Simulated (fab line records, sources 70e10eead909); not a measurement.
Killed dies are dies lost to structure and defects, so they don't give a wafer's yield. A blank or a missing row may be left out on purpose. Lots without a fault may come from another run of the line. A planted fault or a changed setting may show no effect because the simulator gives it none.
fab line records | flow nand_harc
record lots=12 wafers=36 last_day=26
route steps=1159 shown A_STAIRCASE@742 A_SGD_CUT@762 A_SLIT@779 END@1159
lots that met no fault: from a run of the same line without faults
start_h: hours from the record's first day to the start of the lot's first wafer shown | wait_h: hours since the lot's step before | " the same as in the row above | L1.1+2: a row that stands for several wafers | - no value, or no start given | * or withheld: withheld | < > ~ a bound
route shown NAME@n: a module of which the file shows steps, and the number in the route of the first | usual: mean/standard deviation of fault-free wafers | same: alike in all rows | chamber/n: place in a boat | sites: the reading at each site | _std_site: their standard deviation | _edge_site: outer sites' mean less inner sites' | radius_mm: how far each site lies from the wafer's centre | mask NAME#n: copy n | behind: the tool/chamber that last shaped the wafer | hold: why the lot was held/for how many hours/how that ended | device: the transistor (n, p or np) that didn't switch | end of line: the same wafers' tests at the end of the route | a step without rows: its recipe alone | killed: dies lost to structure and defects at the first sort, not the wafer's yield | map: a wafer's dies, x killed, . not, _ none there
set.NAME: the setting as run; set.NAME@STEP: as run at that earlier step | model.NAME: the simulator's own value behind a step, which no gauge read
steps of the route over a sample of lots; a table a step, a row a wafer
services: from which hour (start_h, from the record's first day; less than 0 if before it) a tool's chamber was out of use, for how many hours, and why
## steps
# step NHARC_A_STAIRCASE_DEP_471
# recipe target_thk_a=1000 temp_c=400 pressure_torr=6.5 rf_w=900 teos_flow_sccm=161.4 flow_sccm=2650 target_thk_nm=100 gas=O2 material=SiO2
# usual chamber_pressure_Torr=6.501/0.016 flow_sccm=2649/7.8 heater_power_w=508/93 throttle_valve_pct=15.6/0.73
# columns lot.wafer tool chamber start_h wait_h chamber_pressure_Torr flow_sccm heater_power_w throttle_valve_pct
L946.3 pecvd-01 1 312.57 - 6.511 2644 397 14.6
L946.4 " 0 " " 6.475 2659 543 16.8
L946.6 " 2 " " 6.520 2642 664 16.3
L948.3 pecvd-02 2 313.03 - 6.490 2650 524 15.4
L948.2 " 0 " " 6.484 2649 524 14.9
L948.1 " 1 " " 6.488 2653 406 15.7
L945.2 pecvd-01 1 323.85 - 6.481 2648 385 14.8
L945.5 " 2 " " 6.502 2659 654 16.4
L945.6 " 0 " " 6.515 2659 587 16.6
L950.2 pecvd-02 2 324.10 - 6.484 2654 559 15.5
L950.1 " 0 " " 6.488 2645 469 14.6
L950.4 " 0 " " 6.483 2657 460 14.9
L952.3 pecvd-01 0 358.87 - 6.513 2652 647 16.9
L952.4 " 0 " " 6.529 2650 499 16.9
L952.6 " 1 " " 6.516 2663 304 14.7
L954.5 pecvd-04 0 364.50 - 6.518 2643 498 16.2
L954.6 " 1 " " 6.510 2637 576 16.1
L954.4 " 2 " " 6.507 2642 523 14.9
L955.3 pecvd-01 1 364.76 - 6.509 2650 377 15.0
L955.2 " 2 " " 6.481 2655 630 16.3
L955.5 " 2 " " 6.501 2654 626 16.6
L951.2 pecvd-01 2 367.89 - 6.500 2651 610 16.4
L951.1 " 0 " " 6.489 2643 516 16.6
L951.4 " 1 " " 6.493 2648 378 15.0
L956.4 pecvd-02 2 376.54 - 6.486 2650 548 15.2
L956.6 " 0 " " 6.490 2638 493 14.8
L956.5 " 1 " " 6.517 2640 431 15.6
L961.3 pecvd-02 1 395.21 - 6.513 2644 430 15.7
L961.5 " 0 " " 6.523 2636 465 15.0
L961.4 " 1 " " 6.516 2649 320 15.6
L965.3 pecvd-04 1 428.82 - 6.498 2648 683 16.3
L965.5 " 0 " " 6.493 2647 468 15.6
L965.4 " 2 " " 6.543 2658 490 14.5
L968.3 pecvd-04 2 447.76 - 6.480 2642 470 14.5
L968.2 " 0 " " 6.505 2638 449 15.4
L968.6 " 0 " " 6.492 2641 453 15.7
# step NHARC_A_SGD_CUT_ETCH_58
# recipe target_depth_a=390 over_etch_frac=0.3 time_s=65 ion_energy_ev=80 cf4_flow_sccm=150 ar_flow_sccm=0 rf_w=300 bias_w=100 chemistry=CF4
# usual drypump_motor_current_A=5.8/0.43 oes_product_au=1.000/0.011 rf_vpp_V=151.2/1.1 showerhead_plenum_p_Torr=1.76/0.058 throttle_valve_pct=13.283/0.0091
# columns lot.wafer tool chamber start_h wait_h drypump_motor_current_A oes_product_au rf_hours_counter_h rf_vpp_V showerhead_plenum_p_Torr throttle_valve_pct
L946.4 rie_diel-07 1 314.10 0.1 5.8 1.024 6 149.7 1.65 13.273
L946.3 " 3 " " 6.2 0.991 6 149.8 1.73 13.290
L946.6 " 2 " " 6.1 1.015 - 150.0 1.72 13.284
L948.2 rie_diel-10 1 314.59 0.1 5.2 0.990 12 150.6 1.70 13.288
L948.3 " 2 " " 6.5 0.993 14 150.6 1.80 13.297
L948.1 " 3 " " 5.6 0.995 13 150.9 1.75 13.283
L945.2 rie_diel-10 3 325.51 0.1 5.6 1.000 15 150.9 1.75 13.282
L945.5 " 2 " " 6.5 1.009 - 151.9 1.80 13.279
L945.6 " 3 " " 5.6 0.996 - 150.6 1.75 13.286
L950.4 rie_diel-07 0 325.77 0.1 5.8 1.011 7 151.9 1.73 13.293
L950.1 " 1 " " 5.8 1.009 7 150.2 1.65 13.289
L950.2 " 2 " " 6.1 0.996 7 150.7 1.72 13.287
L952.3 rie_diel-07 1 360.45 0.1 5.8 1.012 10 149.1 1.65 13.284
L952.6 " 2 " " 6.2 1.006 - 149.7 1.71 13.280
L952.4 " 3 " " 6.3 0.993 - 152.8 1.72 13.276
L954.4 rie_diel-10 1 365.97 0.1 5.2 0.990 19 151.1 1.70 13.277
L954.5 " 1 " " 5.2 0.991 - 151.3 1.70 13.277
L954.6 " 2 " " 6.5 1.007 - 152.4 1.80 13.273
L955.2 rie_diel-02 0 366.58 0.2 5.9 0.991 2 152.3 1.86 13.292
L955.3 " 3 " " 5.5 0.989 2 152.0 1.82 13.272
L955.5 " 3 " " 5.5 1.002 - 152.3 1.82 13.297
L951.2 rie_diel-07 1 369.47 0.1 5.8 1.002 12 149.9 1.65 13.285
L951.1 " 2 " " 6.1 0.997 12 150.8 1.71 13.284
L951.4 " 3 " " 6.3 0.964 12 152.2 1.72 13.291
L956.4 rie_diel-10 2 378.27 0.1 6.5 0.998 0 152.4 1.80 13.285
L956.5 " 2 " " 6.5 1.004 - 151.0 1.80 13.296
L956.6 " 3 " " 5.6 0.989 - 151.0 1.75 13.297
L961.4 rie_diel-07 3 396.84 0.1 6.3 0.994 17 151.9 1.72 13.276
L961.3 " 2 " " 6.2 0.995 16 151.3 1.71 13.276
L961.5 " 0 " " 5.8 1.009 - 149.5 1.73 13.295
L965.4 rie_diel-02 3 430.38 0.1 5.5 0.995 7 151.5 1.82 13.282
L965.3 " 0 " " 6.0 1.002 7 152.3 1.86 13.272
L965.5 " 0 " " 6.0 1.006 - 151.8 1.86 13.284
L968.2 rie_diel-10 0 449.43 0.1 5.7 1.005 9 151.4 1.75 13.261
L968.3 " 3 " " 5.6 0.993 9 150.8 1.75 13.278
L968.6 " 3 " " 5.6 0.994 - 150.9 1.75 13.274
# step NHARC_A_SLIT_DEP_25
# recipe target_thk_a=2000 temp_c=400 pressure_torr=6.5 rf_w=900 teos_flow_sccm=161.4 flow_sccm=2650 target_thk_nm=200 gas=O2 material=SiO2
# usual chamber_pressure_Torr=6.502/0.014 flow_sccm=2650/8 heater_power_w=505/74 throttle_valve_pct=15.7/0.47
# columns lot.wafer tool chamber start_h wait_h chamber_pressure_Torr flow_sccm heater_power_w throttle_valve_pct
L946.3 pecvd-02 0 322.42 0.1 6.516 2649 528 14.7
L946.4 " 2 " " 6.507 2657 443 15.5
L946.6 " 0 " " 6.505 2654 524 14.8
L948.3 pecvd-03 1 322.44 0.1 6.494 2649 445 15.5
L948.1 " 2 " " 6.514 2635 517 15.9
L948.2 " 0 " " 6.493 2655 585 15.6
L945.2 pecvd-03 1 332.11 0.1 6.497 2639 444 15.5
L945.5 " 2 " " 6.491 2654 542 15.6
L945.6 " 1 " " 6.489 2639 467 15.6
L950.1 pecvd-02 0 332.16 0.1 6.501 2668 446 14.7
L950.2 " 2 " " 6.504 2653 520 15.2
L950.4 " 2 " " 6.516 2647 538 15.5
L952.3 pecvd-03 1 367.64 0.1 6.509 2643 425 15.5
L952.4 " 0 " " 6.503 2652 571 15.7
L952.6 " 1 " " 6.509 2653 441 15.6
L955.3 pecvd-03 2 372.89 0.1 - - - -
L955.2 " 0 " " - - - -
L955.5 " 2 " " - - - -
L954.5 pecvd-02 1 373.06 0.2 - - - -
L954.6 " 2 " " - - - -
L954.4 " 0 " " - - - -
L951.1 pecvd-03 1 375.71 0.1 6.505 2635 504 15.7
L951.2 " 2 " " 6.499 2639 565 15.7
L951.4 " 0 " " 6.530 2666 544 15.8
L956.5 pecvd-03 0 384.35 0.3 6.507 2640 548 15.6
L956.4 " 1 " " 6.492 2647 518 15.4
L956.6 " 2 " " 6.518 2642 578 15.9
L961.3 pecvd-03 1 404.49 0.1 6.509 2656 433 15.7
L961.4 " 0 " " 6.514 2659 547 15.8
L961.5 " 1 " " 6.490 2651 453 15.9
L965.3 pecvd-03 0 436.80 0.1 6.490 2655 562 15.9
L965.4 " 0 " " 6.506 2665 581 15.7
L965.5 " 1 " " 6.491 2653 469 16.0
L968.3 pecvd-03 2 455.76 0.1 6.515 2645 499 15.9
L968.2 " 0 " " 6.476 2653 516 15.8
L968.6 " 0 " " 6.520 2641 503 15.8
# step NHARC_A_SLIT_CD_MEAS_09
# recipe target_cd_nm=300 landing_energy_ev=500
# usual cd_nm=300.1/0.63
# columns lot.wafer tool chamber start_h wait_h cd_nm
L946.3 cd_sem-02 0 326.17 - 301.1
L946.4 " 0 " " 301.3
L946.6 " 0 " " 300.2
L948.1 cd_sem-01 0 327.68 - 300.5
L948.2 " 0 " " 299.7
L948.3 " 0 " " 300.0
L945.2 cd_sem-02 0 335.03 - 300.1
L945.5 " 0 " " 299.9
L945.6 " 0 " " 299.4
L950.1 cd_sem-03 0 335.21 - 300.4
L950.2 " 0 " " 300.9
L950.4 " 0 " " 300.6
L952.3 cd_sem-02 0 371.44 - 299.4
L952.4 " 0 " " 299.7
L952.6 " 0 " " 301.1
L955.2 cd_sem-01 0 377.89 - 300.3
L955.3 " 0 " " 299.6
L955.5 " 0 " " 299.2
L954.4 cd_sem-02 0 379.09 - 300.2
L954.5 " 0 " " 299.8
L954.6 " 0 " " 299.3
L951.1 cd_sem-01 0 380.96 - 299.6
L951.2 " 0 " " 300.6
L951.4 " 0 " " 300.1
L956.4 cd_sem-02 0 387.61 - 300.7
L956.5 " 0 " " 299.5
L956.6 " 0 " " 300.1
L961.3 cd_sem-02 0 407.33 - 299.8
L961.4 " 0 " " 299.4
L961.5 " 0 " " 300.1
L965.3 cd_sem-01 0 440.25 - 299.6
L965.4 " 0 " " 300.4
L965.5 " 0 " " 300.3
L968.2 cd_sem-02 0 459.40 - 299.8
L968.3 " 0 " " 299.9
L968.6 " 0 " " 300.5
# step NHARC_END_SORT_01
# recipe temp_c=25
# usual killed_at_array=28/9.1 killed_at_other=0.6/0.87 killed_at_periphery=3.4/2.7 killed_dies=32/9 killed_open=3.2/1.9 killed_short=2.0/1.3
# same gross_dies=677
# columns lot.wafer tool chamber start_h wait_h killed_at_array killed_at_other killed_at_periphery killed_dies killed_open killed_short
L954.4 prober-02 0 504.45 3.4 676 0 1 677 2 1
L954.5 prober-02 0 505.25 3.7 674 1 2 677 1 2
L954.6 prober-02 0 506.06 4.0 672 1 4 677 4 5
L955.2 prober-02 0 534.11 2.8 676 1 0 677 0 3
L955.3 prober-02 0 534.90 3.1 673 0 4 677 1 2
L955.5 prober-02 0 536.49 3.7 674 0 3 677 1 4
# killed by level:class
L954.4 A_SLIT:area_dep=648 A_CHANNEL_HOLE_D1:chamber_film_flake=9 A_CONTACT:chamber_film_flake=9 A_STAIRCASE:chamber_film_flake=6 A_CHANNEL_FILL_D1:geometric_particle:open=1 A_CONTACT:geometric_particle:open=1 A_M0:geometric_particle:short=1 P_GATE:chamber_film_flake=1
L954.5 A_SLIT:area_dep=650 A_STAIRCASE:chamber_film_flake=8 A_CHANNEL_HOLE_D1:chamber_film_flake=7 A_CONTACT:chamber_film_flake=6 A_CONTACT:geometric_particle:short=1 A_M0:geometric_particle:short=1 STARTING-WAFER:geometric_particle:open=1 P_STI:chamber_film_flake=1
L954.6 A_SLIT:area_dep=648 A_STAIRCASE:chamber_film_flake=11 A_CHANNEL_HOLE_D1:chamber_film_flake=7 A_WL_FILL:geometric_particle:short=2 P_STI:geometric_particle:short=1 P_GATE:geometric_particle:short=1 P_M1:geometric_particle:open=1 P_M2:geometric_particle:open=1
L955.2 A_SLIT:area_dep=655 A_SLIT:chamber_film_flake=12 A_CHANNEL_HOLE_D1:chamber_film_flake=4 A_STAIRCASE:chamber_film_flake=2 A_SOURCE_PLATE:geometric_particle:short=1 A_CONTACT:geometric_particle:short=1 STARTING-WAFER:geometric_particle:short=1 A_WL_FILL:chamber_film_flake=1
L955.3 A_SLIT:area_dep=645 A_SLIT:chamber_film_flake=14 A_CHANNEL_HOLE_D1:chamber_film_flake=10 P_M0:chamber_film_flake=2 P_M0:geometric_particle:open=1 A_CHANNEL_FILL_D1:geometric_particle:short=1 A_BLC:geometric_particle:short=1 P_GATE:chamber_film_flake=1
L955.5 A_SLIT:area_dep=648 A_CHANNEL_HOLE_D1:chamber_film_flake=12 A_SLIT:chamber_film_flake=8 A_CHANNEL_FILL_D1:geometric_particle:short=2 P_GATE:chamber_film_flake=2 A_SGD_CUT:geometric_particle:short=1 A_WL_FILL:geometric_particle:open=1 A_M0:geometric_particle:short=1
## services
# columns tool chamber start_h hours kind
pecvd-03 - 292.12 13.0 pm
pecvd-03 0 292.12 13.0 vent_cycle
pecvd-03 1 292.12 13.0 vent_cycle
pecvd-03 2 292.12 13.0 vent_cycle
pecvd-01 - 292.38 1.7 repair
pecvd-03 0 305.12 - clean
pecvd-03 1 305.12 - clean
pecvd-03 2 305.12 - clean
rie_diel-10 0 319.42 20.1 repair
rie_diel-02 - 327.70 9.0 pm
pecvd-02 - 334.32 13.0 pm
pecvd-02 0 334.32 13.0 vent_cycle
pecvd-02 1 334.32 13.0 vent_cycle
pecvd-02 2 334.32 13.0 vent_cycle
rie_diel-07 0 359.57 5.1 repair
rie_diel-02 1 361.99 10.7 repair
rie_diel-10 - 366.32 9.0 pm
pecvd-04 - 376.57 13.0 pm
rie_diel-02 0 377.88 2.2 repair
rie_diel-07 - 405.23 9.0 pm
pecvd-01 - 418.03 13.0 pm
rie_diel-10 1 447.99 3.9 repair
pecvd-02 - 451.10 0.7 repair
rie_diel-02 3 454.41 52.1 repair
## key
first_sign step=NHARC_A_SLIT_DEP_25 reading=tool_record direction=missing
effect step=NHARC_END_SORT_01 reading=killed_dies direction=up sigmas=72 usual=32 struck=677
more_kills_born_at NHARC_A_SLIT_DEP_25@pecvd-03=1948 NHARC_A_SLIT_DEP_25@pecvd-02=1946
met_at NHARC_A_SLIT_DEP_25
struck_lots L954,L955
later_rows_left_out L954.4,L954.5,L954.6,L955.2,L955.3,L955.5
tester_left_out L954,L955
not_acting_at NHARC_A_STAIRCASE_DEP_471,NHARC_A_SGD_CUT_ETCH_58,NHARC_A_SLIT_CD_MEAS_09
onset_between 367.64 372.89
fault kind=skipped_step_whole tool=pecvd-02,pecvd-03 chamber=- onset_h=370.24 steps=NHARC_A_SLIT_DEP_25 scope=struck_lots_only
# tester_left_out: of these lots the tester's yield and bins aren't shown, on N5 and GAA mostly nor the transistor test; their killed dies are dies lost to structure and defects alone, not to doping, threshold or leakage, so they don't give the yield
# later_rows_left_out: the simulator's readings of these wafers behind a module that went badly wrong aren't trusted and aren't shown, but for the sort
